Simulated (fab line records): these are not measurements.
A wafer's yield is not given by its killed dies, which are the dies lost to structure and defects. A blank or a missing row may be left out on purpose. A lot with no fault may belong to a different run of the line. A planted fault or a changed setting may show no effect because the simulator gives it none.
Which tool did it? ; flow nandHarc ; Sampling: 24 lots, 72 wafers, 6 of 1159 route steps

== WHAT THE GAUGES READ, wafer by wafer ==
NHARC_A_M0_THK_MEAS_24: measures by xrf. Usual: thkNm reads 114.0 nm (standard deviation 1.5).
lot;measured;on;thkNm (nm);flag
L074;day 17 02:56;filmMetro-02;115.5 112.9 114.6;
L075;day 17 20:37;filmMetro-01;116.8 113.8 119.4;
L076;day 18 02:39;filmMetro-01;115.7 114.0 115.2;
L077;day 18 03:42;filmMetro-01;113.4 116.0 112.2;
L078;day 18 06:06;filmMetro-01;111.5 113.8 109.6;
L082;day 19 00:44;filmMetro-02;114.2 113.1 114.0;
L079;day 19 04:36;filmMetro-02;114.0 116.6 113.2;
L080;day 19 06:10;filmMetro-02;115.7 115.4 112.4;
L081;day 19 18:32;filmMetro-02;113.3 115.0 111.8;
L085;day 19 22:20;filmMetro-01;115.7 114.8 113.0;
L084;day 19 22:46;filmMetro-01;111.7 112.9 112.9;
L087;day 20 03:08;filmMetro-01;115.8 113.2 115.0;
L086;day 20 03:43;filmMetro-02;113.6 114.7 113.9;
L083;day 20 06:49;filmMetro-01;113.1 113.5 114.1;
L089;day 20 22:10;filmMetro-02;115.3 115.0 110.8;
L088;day 20 23:02;filmMetro-02;114.4 113.4 113.8;
L090;day 22 01:59;filmMetro-02;113.6 114.1 114.9;
L092;day 22 02:26;filmMetro-02;114.4 114.4 113.2;
L093;day 22 02:55;filmMetro-02;115.6 112.7 113.9;
L094;day 22 03:58;filmMetro-02;115.0 113.9 116.4;
L091;day 22 14:09;filmMetro-01;115.3 114.3 116.6;
L096;day 23 04:37;filmMetro-02;113.0 112.4 114.7;
L095;day 23 07:17;filmMetro-01;109.8 114.1 112.0;
L097;day 23 19:11;filmMetro-01;115.1 114.3 114.9;

== TOOL THAT RAN EACH LOT (tool first, then ch and the chambers of the sampled wafers, then the start) ==
lot;NHARC_A_BLC_ETCH_16;NHARC_A_BLC_STRIP_21;NHARC_A_BLC_DEGAS_30;NHARC_A_BLC_CVD_24;NHARC_A_M0_DESCUM_14
L074;rieDiel-09 ch 1,3, day 16 20:10;rieDiel-09 ch 0,1, day 16 21:14;pvdSputter-03, day 16 21:40;cvdW-01 ch 0,1, day 17 00:07 or earlier;rieDiel-04 ch 1,2,3, day 17 00:07
L075;rieDiel-06 ch 0,1,3, day 17 11:42;rieDiel-09 ch 0,1,3, day 17 12:46;pvdSputter-01, day 17 13:11;cvdW-02 ch 0,1, day 17 18:17 or earlier;rieDiel-11 ch 0,1,2, day 17 18:17
L076;rieDiel-09 ch 1,2,3, day 17 17:02;rieDiel-06 ch 0,3, day 17 18:06;pvdSputter-03, day 17 18:32;cvdW-01 ch 0,1, day 18 00:17 or earlier;rieDiel-11 ch 2,3, day 18 00:17
L077;rieDiel-06 ch 0,1,2, day 17 18:46;rieDiel-09 ch 1,2,3, day 17 19:49;pvdSputter-01, day 17 20:16;cvdW-01 ch 0,1, day 18 01:23 or earlier;rieDiel-11 ch 0,1,2, day 18 01:23
L078;rieDiel-09 ch 0,3, day 17 23:36;rieDiel-06 ch 1,3, day 18 00:49;pvdSputter-03, day 18 01:15;cvdW-01 ch 0,1, day 18 03:44 or earlier;rieDiel-11 ch 0,1,2, day 18 03:44
L082;rieDiel-02 ch 0,2,3, day 18 16:24;rieDiel-09 ch 2,3, day 18 17:29;pvdSputter-01, day 18 17:55;cvdW-02 ch 0,1, day 18 22:26 or earlier;rieDiel-04 ch 1,2,3, day 18 22:26
L079;rieDiel-09 ch 0,1,2, day 18 21:45;rieDiel-06 ch 0,1,2, day 18 22:49;pvdSputter-03, day 18 23:14;cvdW-02 ch 0,1, day 19 02:05 or earlier;rieDiel-04 ch 0,2, day 19 02:05
L080;rieDiel-02 ch 0,1,3, day 18 23:44;rieDiel-06 ch 1,2,3, day 19 00:59;pvdSputter-01, day 19 01:25;cvdW-01 ch 0,1, day 19 03:52 or earlier;rieDiel-11 ch 1,2, day 19 03:52
L081;rieDiel-06 ch 1,2,3, day 19 05:01;rieDiel-06 ch 0,1,2, day 19 06:05;pvdSputter-01, day 19 06:44;cvdW-01 ch 0,1, day 19 16:14 or earlier;rieDiel-07 ch 0,1,3, day 19 16:14
L085;rieDiel-06 ch 0,2, day 19 16:10;rieDiel-06 ch 0,1, day 19 17:14;pvdSputter-03, day 19 17:40;cvdW-02 ch 0,1, day 19 20:02 or earlier;rieDiel-04 ch 1,2,3, day 19 20:02
L084;rieDiel-02 ch 0,2, day 19 16:29;rieDiel-02 ch 0,2,3, day 19 17:34;pvdSputter-01, day 19 17:58;cvdW-01 ch 0,1, day 19 20:28 or earlier;rieDiel-11 ch 0,1,3, day 19 20:28
L087;rieDiel-09 ch 0,2,3, day 19 20:38;rieDiel-09 ch 0,1, day 19 21:49;pvdSputter-03, day 19 22:17;cvdW-02 ch 0,1, day 20 00:49 or earlier;rieDiel-07 ch 1,2,3, day 20 00:49
L086;rieDiel-06 ch 2,3, day 19 21:22;rieDiel-09 ch 0,1, day 19 22:27;pvdSputter-03, day 19 22:53;cvdW-01 ch 1, day 20 01:23 or earlier;rieDiel-04 ch 2,3, day 20 01:23
L083;rieDiel-06 ch 0,1,2, day 20 00:18;rieDiel-09 ch 0,1,2, day 20 01:25;pvdSputter-03, day 20 01:51;cvdW-01 ch 0,1, day 20 04:29 or earlier;rieDiel-04 ch 0,3, day 20 04:29
L089;rieDiel-09 ch 0,1,2, day 20 13:23;rieDiel-02 ch 0,1,3, day 20 14:41;pvdSputter-01, day 20 15:05;cvdW-01 ch 0,1, day 20 19:48 or earlier;rieDiel-07 ch 0,1,3, day 20 19:48
L088;rieDiel-06 ch 0,1,2, day 20 14:07;rieDiel-09 ch 0,1,3, day 20 15:11;pvdSputter-03, day 20 15:37;cvdW-02 ch 0,1, day 20 20:35 or earlier;rieDiel-11 ch 1,2,3, day 20 20:35
L090;rieDiel-06 ch 0,3, day 21 14:57;rieDiel-09 ch 1,2,3, day 21 16:02;pvdSputter-01, day 21 16:27;cvdW-02 ch 0,1, day 21 23:41 or earlier;rieDiel-04 ch 0,1,2, day 21 23:41
L092;rieDiel-09 ch 1,2,3, day 21 16:42;rieDiel-02 ch 0,1,3, day 21 17:46;pvdSputter-01, day 21 18:10;cvdW-02 ch 0,1, day 22 00:07 or earlier;rieDiel-04 ch 2,3, day 22 00:07
L093;rieDiel-06 ch 1,2,3, day 21 17:13;rieDiel-09 ch 0,1,2, day 21 18:16;pvdSputter-03, day 21 18:41;cvdW-02 ch 0,1, day 22 00:32 or earlier;rieDiel-04 ch 0,2,3, day 22 00:32
L094;rieDiel-06 ch 0,1,3, day 21 18:43;rieDiel-06 ch 0,1,2, day 21 19:47;pvdSputter-01, day 21 20:11;cvdW-02 ch 0,1, day 22 01:36 or earlier;rieDiel-11 ch 1,2,3, day 22 01:36
L091;rieDiel-06 ch 0,1,3, day 22 01:02;rieDiel-09 ch 0,3, day 22 02:06;pvdSputter-01, day 22 02:31;cvdW-02 ch 0, day 22 11:50 or earlier;rieDiel-04 ch 0,2, day 22 11:50
L096;rieDiel-09 ch 0,1,3, day 22 22:16;rieDiel-06 ch 1,2, day 22 23:22;pvdSputter-03, day 22 23:47;cvdW-02 ch 0,1, day 23 02:18 or earlier;rieDiel-11 ch 0,1,2, day 23 02:18
L095;rieDiel-06 ch 2,3, day 23 00:35;rieDiel-06 ch 1,3, day 23 01:38;pvdSputter-02, day 23 02:05;cvdW-02 ch 0,1, day 23 04:52 or earlier;rieDiel-07 ch 1,2, day 23 04:52
L097;rieDiel-06 ch 1,2,3, day 23 10:01;rieDiel-06 ch 1,2,3, day 23 11:06;pvdSputter-03, day 23 11:31;cvdW-01 ch 0, day 23 16:45 or earlier;rieDiel-07 ch 0,2,3, day 23 16:45
- NHARC_A_BLC_ETCH_16: etches the open film in CF4, target depth 39 nm, time 65 s.
- NHARC_A_BLC_STRIP_21: strips in O2.
- NHARC_A_BLC_DEGAS_30: time 60 s.
- NHARC_A_BLC_CVD_24: deposits W, target thk 150 nm, time 434 s.
- NHARC_A_M0_DESCUM_14: chemistry O2, time 3 s.

== WHAT THE TOOLS THEMSELVES READ (means of the sampled wafers that have a number; where no wafer has one, the mark that the record gives instead) ==
NHARC_A_BLC_ETCH_16. Usual: drypumpMotorCurrentA 5.7 A, standard deviation 0.39; oesProductAu 0.999 a.u., standard deviation 0.015; rfVppV 150.9 V, standard deviation 1; showerheadPlenumPTorr 1.74 Torr, standard deviation 0.051; throttleValvePct 13.284 %, standard deviation 0.0093.
lot;tool;drypumpMotorCurrentA (A);oesProductAu (a.u.);rfVppV (V);showerheadPlenumPTorr (Torr);throttleValvePct (%);flag
L074;rieDiel-09;5.8;0.995;150.5;1.74;13.282;
L075;rieDiel-06;5.5;1.003;151.6;1.76;13.276;
L076;rieDiel-09;5.9;0.994;150.6;1.74;13.281;
L077;rieDiel-06;5.5;1.004;151.6;1.79;13.282;
L078;rieDiel-09;5.8;0.984;150.2;1.71;13.287;
L082;rieDiel-02;5.4;1.010;150.9;1.71;13.287;
L079;rieDiel-09;5.8;1.001;150.7;1.72;13.292;
L080;rieDiel-02;5.7;1.010;150.5;1.69;13.285;
L081;rieDiel-06;5.9;1.002;150.6;1.74;13.279;
L085;rieDiel-06;5.5;1.013;152.4;1.77;13.287;
L084;rieDiel-02;5.5;1.013;149.5;1.70;13.289;
L087;rieDiel-09;5.9;0.986;150.3;1.72;13.277;
L086;rieDiel-06;5.8;1.006;150.4;1.72;13.283;
L083;rieDiel-06;5.5;1.001;151.3;1.79;13.296;
L089;rieDiel-09;5.8;0.985;149.8;1.72;13.287;
L088;rieDiel-06;5.5;1.003;152.1;1.79;13.287;
L090;rieDiel-06;5.5;1.001;150.9;1.72;13.280;
L092;rieDiel-09;5.8;0.991;150.7;1.74;13.291;
L093;rieDiel-06;5.9;1.002;150.5;1.74;13.289;
L094;rieDiel-06;5.5;1.003;151.3;1.76;13.290;
L091;rieDiel-06;5.5;1.008;150.9;1.76;13.281;
L096;rieDiel-09;5.8;0.987;151.1;1.72;13.277;
L095;rieDiel-06;5.9;1.007;150.1;1.69;13.284;
L097;rieDiel-06;5.8;1.001;151.2;1.74;13.289;

NHARC_A_BLC_STRIP_21. Usual: drypumpMotorCurrentA 5.7 A, standard deviation 0.37; oesProductAu 0.997 a.u., standard deviation 0.017; rfVppV 57.5 V, standard deviation 0.74; showerheadPlenumPTorr 3.45 Torr, standard deviation 0.098; throttleValvePct 17.037 %, standard deviation 0.0089.
lot;tool;drypumpMotorCurrentA (A);oesProductAu (a.u.);rfVppV (V);showerheadPlenumPTorr (Torr);throttleValvePct (%);flag
L074;rieDiel-09;5.7;0.996;57.6;3.41;17.043;
L075;rieDiel-09;5.8;0.993;57.4;3.44;17.037;
L076;rieDiel-06;5.5;0.999;57.4;3.42;17.029;
L077;rieDiel-09;5.9;0.992;57.4;3.47;17.038;
L078;rieDiel-06;5.9;1.005;57.6;3.43;17.033;
L082;rieDiel-09;6.1;0.982;57.6;3.46;17.044;
L079;rieDiel-06;5.5;0.996;57.4;3.57;17.031;
L080;rieDiel-06;5.9;0.996;57.3;3.48;17.041;
L081;rieDiel-06;5.5;1.000;57.6;3.57;17.036;
L085;rieDiel-06;5.5;0.993;58.3;3.62;17.032;
L084;rieDiel-02;5.5;1.019;58.0;3.40;17.035;
L087;rieDiel-09;5.7;0.997;57.8;3.44;17.038;
L086;rieDiel-09;5.7;1.010;57.2;3.44;17.030;
L083;rieDiel-09;5.8;0.985;57.2;3.43;17.035;
L089;rieDiel-02;5.7;1.019;56.9;3.36;17.044;
L088;rieDiel-09;5.8;1.003;57.0;3.44;17.037;
L090;rieDiel-09;5.9;0.994;57.2;3.46;17.039;
L092;rieDiel-02;5.7;1.023;57.3;3.35;17.045;
L093;rieDiel-09;5.8;0.988;58.2;3.43;17.048;
L094;rieDiel-06;5.5;1.009;57.9;3.57;17.038;
L091;rieDiel-09;5.9;0.982;57.8;3.43;17.039;
L096;rieDiel-06;5.9;1.000;57.3;3.57;17.038;
L095;rieDiel-06;5.9;1.001;57.5;3.42;17.042;
L097;rieDiel-06;5.9;1.003;57.9;3.47;17.029;

NHARC_A_BLC_DEGAS_30. Usual: heaterPowerW reads 496 W (standard deviation 65).
lot;tool;heaterPowerW (W);flag
L074;pvdSputter-03;494;
L075;pvdSputter-01;498;
L076;pvdSputter-03;483;
L077;pvdSputter-01;533;
L078;pvdSputter-03;498;
L082;pvdSputter-01;496;
L079;pvdSputter-03;497;
L080;pvdSputter-01;542;
L081;pvdSputter-01;542;
L085;pvdSputter-03;450;
L084;pvdSputter-01;467;
L087;pvdSputter-03;499;
L086;pvdSputter-03;477;
L083;pvdSputter-03;489;
L089;pvdSputter-01;461;
L088;pvdSputter-03;506;
L090;pvdSputter-01;508;
L092;pvdSputter-01;476;
L093;pvdSputter-03;486;
L094;pvdSputter-01;544;
L091;pvdSputter-01;548;
L096;pvdSputter-03;480;
L095;pvdSputter-02;423;
L097;pvdSputter-03;511;

NHARC_A_BLC_CVD_24. Usual: heaterPowerW 467 W, standard deviation 41; throttleValvePct 8.04 %, standard deviation 0.2.
lot;tool;heaterPowerW (W);throttleValvePct (%);flag
L074;cvdW-01;472;8.11;
L075;cvdW-02;441;7.84;
L076;cvdW-01;504;8.26;
L077;cvdW-01;511;8.22;
L078;cvdW-01;510;8.16;
L082;cvdW-02;447;7.95;
L079;cvdW-02;446;8.03;
L080;cvdW-01;483;8.35;
L081;cvdW-01;508;8.05;
L085;cvdW-02;452;7.86;
L084;cvdW-01;476;8.21;
L087;cvdW-02;443;7.83;
L086;cvdW-01;446;8.16;
L083;cvdW-01;511;8.24;
L089;cvdW-01;475;8.27;
L088;cvdW-02;449;7.83;
L090;cvdW-02;451;7.91;
L092;cvdW-02;443;8.03;
L093;cvdW-02;442;7.97;
L094;cvdW-02;449;7.81;
L091;cvdW-02;462;7.90;
L096;cvdW-02;440;7.98;
L095;cvdW-02;445;7.89;
L097;cvdW-01;530;7.99;

NHARC_A_M0_DESCUM_14. Usual: drypumpMotorCurrentA 5.7 A, standard deviation 0.41; oesProductAu 0.996 a.u., standard deviation 0.0098; rfVppV 57.8 V, standard deviation 1; showerheadPlenumPTorr 1.93 Torr, standard deviation 0.084; throttleValvePct 11.311 %, standard deviation 0.0099.
lot;tool;drypumpMotorCurrentA (A);oesProductAu (a.u.);rfVppV (V);showerheadPlenumPTorr (Torr);throttleValvePct (%);flag
L074;rieDiel-04;5.9;0.988;58.5;1.92;11.306;
L075;rieDiel-11;5.8;0.995;58.7;1.92;11.313;
L076;rieDiel-11;5.8;1.008;58.2;1.95;11.318;
L077;rieDiel-11;5.8;0.993;57.2;1.92;11.319;
L078;rieDiel-11;5.8;0.995;56.9;1.92;11.312;
L082;rieDiel-04;5.9;0.990;57.9;1.92;11.321;
L079;rieDiel-04;5.3;0.998;57.8;1.90;11.307;
L080;rieDiel-11;5.9;0.996;57.6;1.95;11.311;
L081;rieDiel-07;5.8;1.003;57.5;1.95;11.316;
L085;rieDiel-04;5.8;0.986;58.1;1.92;11.308;
L084;rieDiel-11;5.8;1.006;57.6;1.93;11.318;
L087;rieDiel-07;5.6;0.995;58.5;2.03;11.316;
L086;rieDiel-04;5.6;0.997;57.2;1.87;11.310;
L083;rieDiel-04;5.3;0.992;57.0;1.83;11.318;
L089;rieDiel-07;5.7;0.998;58.5;1.95;11.312;
L088;rieDiel-11;5.9;0.999;56.8;1.96;11.314;
L090;rieDiel-04;5.8;0.985;57.7;1.95;11.316;
L092;rieDiel-04;5.5;0.983;56.9;1.84;11.321;
L093;rieDiel-04;5.4;0.984;58.5;1.87;11.312;
L094;rieDiel-11;5.8;0.994;57.9;1.96;11.311;
L091;rieDiel-04;5.6;0.989;56.9;1.90;11.310;
L096;rieDiel-11;5.7;1.000;57.8;1.91;11.301;
L095;rieDiel-07;5.4;1.003;58.5;2.03;11.315;
L097;rieDiel-07;5.5;1.012;57.9;1.95;11.306;

== THE ANSWER, worked out from the rows above alone ==
Rule: take the mean of a lot's wafers that have a number; if it is more than 3 standard deviations from the usual mean, the lot is off. Also off: a lot with no number at a reading for which 4 or more lots have one. The other lots that the step has rows for count as sound. Order of review: gauges by route order, followed by the tools' own readings, for which a lot's mean as printed above is used. At the first step where some lot is off, the reading lying furthest off is the one used; lots without a number count as furthest.
No lot is off at any reading shown: from this, nothing can be told.

== WHAT THE SIMULATOR HAD INSERTED ==
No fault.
